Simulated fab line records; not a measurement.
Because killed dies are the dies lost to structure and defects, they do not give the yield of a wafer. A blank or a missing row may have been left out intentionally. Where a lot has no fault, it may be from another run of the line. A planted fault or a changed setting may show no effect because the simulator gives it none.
Struck lot and sound lot, side by side ; flow nand harc ; 14 out of 1159 route steps
Sound: the wafers L802.2, L802.3, L802.5. Struck: wafers L804.1, L804.2, L804.5. The cause is named last.
At each step with rows: each side's tool, then ch and its chambers, then its first start. Under that, the readings that differ: sound wafers ; struck wafers ; difference of the means ; sigmas: that difference in standard deviations of wafers without a fault.
alike: words and numbers the same on both sides, and readings whose means are apart by under 2 such deviations; not compared: readings that were withheld, readings missing a value for some wafer, numbers with overlapping values and no deviation given by the record, and bounds like >300 which may hide the same value.
A row with sigmas, a row that says differs or no value, or rows on one side alone: a step with any of these is where the two part. When numbers do not overlap yet have no deviation, they are printed without sigmas and do not part them. A reading that every wafer of one side lacks parts them only if that side has two wafers or more.

first, 7 steps without rows for these wafers: NHARC_A_M1_COAT_34 (time 65 s); NHARC_A_M1_COAT_03 (resist thk 90 nm); NHARC_A_M1_SOFTBAKE_04 (time 55 s); NHARC_A_M1_EBR_05; NHARC_A_M1_EXPOSE_06 (exposes mask A M1, target cd 120 nm); NHARC_A_M1_PEB_07 (peb time 65 s); NHARC_A_M1_DEVELOP_08 (develop time 35 s).
NHARC_A_M1_CD_MEAS_09: the cd target is 120 nm.
  sound on cd sem-02 ch 0, day 18 09:00; struck on cd sem-03 ch 0, day 20 00:44
  alike: cd nm
NHARC_A_M1_OVL_MEAS_10: pitch 240 nm.
  struck on overlay-01, day 20 00:50; sound on overlay-02, day 18 09:05
reading;sound;struck;difference;sigmas
overlay x nm (nm);-0.8 -0.1 -1.1;0.7 1.3 1.3;+1.8;+2
  alike: overlay y nm
NHARC_A_M1_INSPECT_11:
  struck on defect inspect-02, day 20 00:52; sound on defect inspect-01, day 18 09:07
  alike: raw defect count
NHARC_A_M1_DESCUM_14: chemistry O2, time 3 s.
  sound on rie diel-12 ch 1,2, day 18 09:11; struck on rie diel-12 ch 0,3, day 20 00:56
  alike: drypump motor current A, oes product au, rf vpp V, showerhead plenum p Torr, throttle valve pct
  not compared: rf hours counter h
NHARC_A_M1_ETCH_35: etches the open film in N2/H2, target depth 40 nm, overetch 12 nm, time 43.94 s.
  sound on rie diel-12 ch 0,1, day 18 09:16; struck on rie diel-12 ch 0,1, day 20 01:01
  alike: drypump motor current A, oes product au, rf vpp V, run length s, showerhead plenum p Torr, throttle valve pct
  not compared: rf hours counter h
NHARC_A_M1_ETCH_15: etches the open film in C4F8/Ar, target depth 182.5 nm, time 91.2 s.
  sound on rie diel-12 ch 2,3, day 18 09:22; struck on rie diel-12 ch 1,2,3, day 20 01:06
reading;sound;struck;difference;sigmas
run length s (s);112.8 112.3 112.8;101.0 101.7 101.2;-11.3;-31
  alike: oes product au, rf vpp V
  not compared: rf hours counter h
NHARC_A_M1_CD_MEAS_16:
  struck on cd sem-03, day 20 01:14; sound on cd sem-01, day 18 09:29
  alike: cd nm

WHERE THEY PART
Last at NHARC_A_M1_ETCH_15 as far as this record goes, first at NHARC_A_M1_OVL_MEAS_10. Later steps at which nothing parts them and some readings are alike: NHARC_A_M1_CD_MEAS_16.

WHY: what had been put in by the simulator
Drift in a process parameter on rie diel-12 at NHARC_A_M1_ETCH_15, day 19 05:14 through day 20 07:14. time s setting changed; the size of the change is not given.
